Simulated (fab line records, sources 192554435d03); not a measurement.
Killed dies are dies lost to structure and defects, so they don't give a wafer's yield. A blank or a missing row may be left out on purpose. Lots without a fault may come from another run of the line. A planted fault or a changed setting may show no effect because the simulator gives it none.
A struck lot beside a sound one | flow n5_finfet | 16 steps out of a route of 1938
Sound: wafers L893.1, L893.3, L893.5. Struck: wafer L896.1. (L896.2, L896.6 of the same lot were not struck and are left out.) The cause comes at the end.
At each step with rows: each side's tool, then ch and its chambers, then its first start. Under that, the readings that differ: sound wafers | struck wafers | difference of the means | sigmas: that difference in standard deviations of wafers without a fault.
alike: readings whose means differ by less than 2 such deviations, and words and numbers that are the same on both sides. not compared: withheld readings, readings that some wafer has no value for, bounds like >300 that may hide the same value, and numbers for which the record gives no deviation and whose values overlap.
The two part at a step that has a row with sigmas, a row that says differs or no value, or rows on one side only. Numbers that don't overlap but have no deviation are shown without sigmas and don't part them. A reading that every wafer of one side lacks parts them only if that side has two wafers or more.

first, 7 steps without rows for these wafers: N5_SD_EPI_N_COAT_33 (time 60 s, resist thk 35 nm); N5_SD_EPI_N_COAT_03 (resist thk 150 nm); N5_SD_EPI_N_EBR_05; N5_SD_EPI_N_SOFTBAKE_04 (time 60 s); N5_SD_EPI_N_EXPOSE_06 (exposes mask SD N BLK, target cd 120 nm); N5_SD_EPI_N_PEB_07 (peb time 60 s); N5_SD_EPI_N_DEVELOP_08 (develop time 30 s).
N5_SD_EPI_N_CD_MEAS_09: target cd 120 nm.
  sound on cd_sem-01 ch 0, day 5 11:22; struck on cd_sem-01 ch 0, day 6 07:17
  alike: cd_nm
N5_SD_EPI_N_OVL_MEAS_10:
  sound on overlay-01 ch 0, day 5 11:24; struck on overlay-02 ch 0, day 6 07:19
  reading           | sound         | struck | difference | sigmas
  SD_N_BLK_OVL (nm) | 0.5 -0.8 -0.7 | 0.9    | +1.2       | +2
N5_SD_EPI_N_INSPECT_11: inspects for defects (macro).
  sound on defect_inspect-02, day 5 11:26; struck on defect_inspect-02, day 6 07:20
  alike: raw_defect_count
N5_SD_EPI_N_DESCUM_14: chemistry O2, time 7.9 s.
  sound on rie_diel-03 ch 1,3, day 5 12:31; struck on rie_diel-03 ch 1, day 6 07:23
  alike: bias_power_w, drypump_motor_current_A, oes_product_au, rf_vpp_V, showerhead_plenum_p_Torr, throttle_valve_pct
  not compared: rf_hours_counter_h
N5_SD_EPI_N_ETCH_34: etches SiARC in CF4, target depth 45.5 nm, time 75.8 s.
  sound on rie_diel-03 ch 1,3, day 5 12:32; struck on rie_diel-03 ch 1, day 6 07:25
  alike: drypump_motor_current_A, etch_rf_on_time_s, oes_product_au, rf_vpp_V, showerhead_plenum_p_Torr, throttle_valve_pct
  not compared: rf_hours_counter_h
N5_SD_EPI_N_ETCH_35: etches SOC in N2/H2, overetch 108 nm, time 486 s.
  sound on rie_diel-03 ch 1,3, day 5 12:36; struck on rie_diel-03 ch 1, day 6 07:28
  alike: drypump_motor_current_A, oes_product_au, rf_vpp_V, showerhead_plenum_p_Torr, throttle_valve_pct
  not compared: rf_hours_counter_h, model.SiARC_of_SD_EPI_N_COAT_33.thk_nm
then, 1 step without rows for these wafers: N5_SD_EPI_N_STRIP_36 (strips in N2/H2).
-- the record jumps here: 5 days lie between the struck wafers' starts before and after (it left off in module SD_EPI_N and takes up again in module BEOL_M4, whose first step shown is number 1111 of the route) --
N5_BEOL_M4_RC_MEAS_101:
  sound on prober-02 ch 0, day 11 04:40; struck on prober-01 ch 0, day 11 06:30
  alike: DIBL_N, DIBL_P, IOFF_N, IOFF_P, ION_N, ION_P, SS_N, SS_P, VT_N, VT_P
N5_PASSIVATION_PROBE_49:
  the record has rows for the sound wafers here (prober-02, day 15 20:33) and none for the struck ones

WHERE THEY PART
First at N5_SD_EPI_N_OVL_MEAS_10; last, within this record, at N5_PASSIVATION_PROBE_49.

WHY: what the simulator had put in
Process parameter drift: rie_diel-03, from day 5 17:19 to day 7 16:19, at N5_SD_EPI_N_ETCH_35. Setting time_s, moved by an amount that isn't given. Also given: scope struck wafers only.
